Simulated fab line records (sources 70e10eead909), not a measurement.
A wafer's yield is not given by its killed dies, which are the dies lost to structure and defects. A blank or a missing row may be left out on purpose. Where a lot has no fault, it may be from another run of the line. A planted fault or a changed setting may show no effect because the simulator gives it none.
Chamber matching    flow nandHarc    cmp-04 running NHARC_P_M1_CMP_23: 4 sister chambers
The step polishes, t overpolish 20 s, target thk 157.82 nm. 4 wafers are shown with their chamber, then 9 later ones without.

== WAFERS PAIRED WITH THEIR CHAMBERS ==
wafer   chamber  motorCurrentA (A)
L087.3  1        12.5
L090.1  0        12.1
L090.3  2        12.7
L090.4  3        10.5

== WAFERS WITH NO CHAMBER GIVEN ==
wafer   motorCurrentA (A)
L091.1  11.5
L091.3  10.3
L091.5  11.8
L093.1  12.5
L093.3  10.8
L093.5  13.3
L096.1  12.0
L096.2  10.7
L096.3  13.0

== WHICH CHAMBER EACH WENT THROUGH ==
wafer   from the rows above                in truth
L091.1  can't be placed: 0 or 1 or 3 or 2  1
L091.3  3                                  3
L091.5  can't be placed: 0 or 1 or 2       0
L093.1  can't be placed: 1 or 2 or 0       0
L093.3  3                                  3
L093.5  can't be placed: 2 or 1 or 0       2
L096.1  can't be placed: 0 or 1 or 2       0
L096.2  3                                  3
L096.3  can't be placed: 2 or 1 or 0       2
Correct placement for 3 of the 9. Can't be placed from these rows: 6 (the true chamber is among the candidates in 6). 0 placed wrongly.
How it was worked out, from the rows above alone: a wafer's distance from a chamber is the root of the sum, over the readings, of the square of ((its reading less the chamber's mean) divided by the reading's scatter). If the next closest chamber is less than 2 further off than the closest, the wafer can't be placed; otherwise it belongs to the closest. A chamber's mean is the mean of its shown wafers. The scatter: root of mean squared gap, hidden wafer to nearest shown wafer, with one shown wafer a chamber.
